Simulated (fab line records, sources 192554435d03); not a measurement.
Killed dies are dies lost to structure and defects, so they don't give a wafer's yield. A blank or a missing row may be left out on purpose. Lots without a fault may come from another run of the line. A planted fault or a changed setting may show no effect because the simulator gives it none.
A struck lot beside a sound one | flow n5_finfet | 37 steps out of a route of 1938
Sound: wafers L981.1, L981.2, L981.6. Struck: wafers L990.2, L990.3. (L990.5 of the same lot was not struck and is left out.) The cause comes at the end.
At each step with rows: each side's tool, then ch and its chambers, then its first start. Under that, the readings that differ: sound wafers | struck wafers | difference of the means | sigmas: that difference in standard deviations of wafers without a fault.
alike: readings whose means differ by less than 2 such deviations, and words and numbers that are the same on both sides. not compared: withheld readings, readings that some wafer has no value for, bounds like >300 that may hide the same value, and numbers for which the record gives no deviation and whose values overlap.
The two part at a step that has a row with sigmas, a row that says differs or no value, or rows on one side only. Numbers that don't overlap but have no deviation are shown without sigmas and don't part them. A reading that every wafer of one side lacks parts them only if that side has two wafers or more.

first, 11 steps without rows for these wafers: N5_BEOL_M11_HM_STRIP_39 (strips TiN in peroxide tin strip, target depth 25 nm, time 158 s); N5_BEOL_M11_SRD_40 (time 30 s); N5_BEOL_M11_PRECLEAN_42 (cleans in residue remover, time 60 s); N5_BEOL_M11_SRD_43 (time 30 s); N5_BEOL_M11_CURE_72 (cures SiCOH lowk, time 120 s); N5_BEOL_M11_DEGAS_44 (time 60 s); N5_BEOL_M11_PRE_CLEAN_45 (time 30 s); N5_BEOL_M11_ALD_74 (deposits TaN, target thk 2 nm, pulse time 2 s, purge time 3 s); N5_BEOL_M11_SURFACE_TREAT_76; N5_BEOL_M11_CVD_75 (deposits Co from CCTBA/H2, target thk 2 nm, time 138.9 s); N5_BEOL_M11_SPUTTER_48 (material Cu, target thk 12 nm, time 2 s).
N5_BEOL_M11_ECD_50: material Cu, target thk 318 nm.
  sound on ecd_cu-01 ch 0,1, day 12 18:14; struck on ecd_cu-01 ch 1, day 14 22:57
  reading                                 | sound             | struck    | difference | sigmas
  model.Cu_of_BEOL_M11_ECD_50.thk_nm (nm) | 320.6 320.4 317.4 | 108 102.6 | -214       |
then, 1 step without rows for these wafers: N5_BEOL_M11_ANNEAL_51 (time 90 s).
N5_BEOL_M11_CMP_52: polishes, stops on SiCOH lowk, t overpolish 7 s, target thk 140 nm.
  sound on cmp-04 ch 0,3, day 12 18:38; struck on cmp-03 ch 1,3, day 14 23:23
  reading                                 | sound             | struck    | difference | sigmas
  time_to_endpoint_s (s)                  | 62 75 65          | 23 21     | -45        | -10
  model.Cu_of_BEOL_M11_ECD_50.thk_nm (nm) | 135.2 146.6 141.8 | 108 102.6 | -36        |
  alike: clearing_platen_rpm, motor_current_A, slurry_flow_ml_min
  not compared: pad_life_wafers
N5_BEOL_M11_THK_MEAS_53: measures by xrf.
  sound on film_metro-02, day 12 18:56; struck on film_metro-02, day 14 23:39
  reading      | sound       | struck  | difference | sigmas
  M11_THK (nm) | 135 146 141 | 108 102 | -36        | -9
then, 2 steps without rows for these wafers: N5_BEOL_M11_PRE_CLEAN_55 (time 15 s); N5_BEOL_M11_DEP_56 (deposits SiCN from 3MS/NH3, target thk 30 nm, time 10.5 s).
N5_BEOL_M11_RS_MEAS_57: measures by four-point-probe.
  sound on film_metro-01, day 12 19:04; struck on film_metro-02, day 14 23:46
  reading         | sound             | struck      | difference | sigmas
  M11_RS (ohm/sq) | 0.157 0.143 0.148 | 0.202 0.214 | +0.059     | +13
then, 17 steps without rows for these wafers: N5_BEOL_M12_ILD_DEP_00 (deposits SiOC from DEMS/O2, target thk 658.92 nm, time 130.7 s); N5_BEOL_M12_COAT_58 (time 60 s, resist thk 89 nm); N5_BEOL_M12_COAT_04 (resist thk 400 nm); N5_BEOL_M12_EBR_06; N5_BEOL_M12_SOFTBAKE_05 (time 60 s); N5_BEOL_M12_EXPOSE_07 (exposes mask V11); N5_BEOL_M12_PEB_08 (peb time 90 s); N5_BEOL_M12_DEVELOP_09 (develop time 45 s); N5_BEOL_M12_HARDBAKE_14 (time 120 s); N5_BEOL_M12_DESCUM_15 (chemistry O2, time 7.9 s); N5_BEOL_M12_ETCH_59 (etches BARC in N2/H2, target depth 89 nm, overetch 26.7 nm, time 67.9 s); N5_BEOL_M12_VIA_ETCH_16 (etches SiOC in C4F8/O2/Ar, target depth 724.8 nm); N5_BEOL_M12_STRIP_63 (strips in N2/H2); N5_BEOL_M12_STRIP_64 (strips in N2/H2); N5_BEOL_M12_STRIP_71 (strips in post etch residue remover, time 60 s); N5_BEOL_M12_SRD_72 (time 30 s, dry time 30 s); N5_BEOL_M12_COAT_65 (time 60 s, resist thk 300 nm).
N5_BEOL_M15_RC_MEAS_101:
  sound on prober-02 ch 0, day 13 16:53; struck on prober-02 ch 0, day 15 22:10
  reading                    | sound          | struck    | difference | sigmas
  SERP_M11 (ohm/um)          | 3.18 2.89 3.05 | 4.03 4.33 | +1.14      | +11
  SERP_M11_max_site (ohm/um) | 3.31 2.95 3.22 | 4.22 4.48 | +1.19      | +11
  alike: COMB_M10, COMB_M12, COMB_M13, COMB_M14, COMB_M14_max_site, COMB_M15, COMB_M5, COMB_M6, COMB_M7, COMB_M8, COMB_M9, SERP_M10, SERP_M12, SERP_M13, SERP_M14, SERP_M5, SERP_M6, SERP_M7, SERP_M8, SERP_M9
N5_PASSIVATION_PROBE_49:
  sound on prober-02, day 14 09:10; struck on prober-01, day 16 11:36
  alike: defect_limited_yield, killed_at_M0_to_M3, killed_at_M4_up, killed_at_contacts, killed_at_front_end, killed_at_other, killed_dies, killed_open, killed_short, sort_bin_5_function, sort_bin_6_memory, sort_bin_8_speed, sort_n_pass

WHERE THEY PART
First at N5_BEOL_M11_CMP_52; last, within this record, at N5_BEOL_M15_RC_MEAS_101. Later steps at which nothing parts them and some readings are alike: N5_PASSIVATION_PROBE_49.

WHY: what the simulator had put in
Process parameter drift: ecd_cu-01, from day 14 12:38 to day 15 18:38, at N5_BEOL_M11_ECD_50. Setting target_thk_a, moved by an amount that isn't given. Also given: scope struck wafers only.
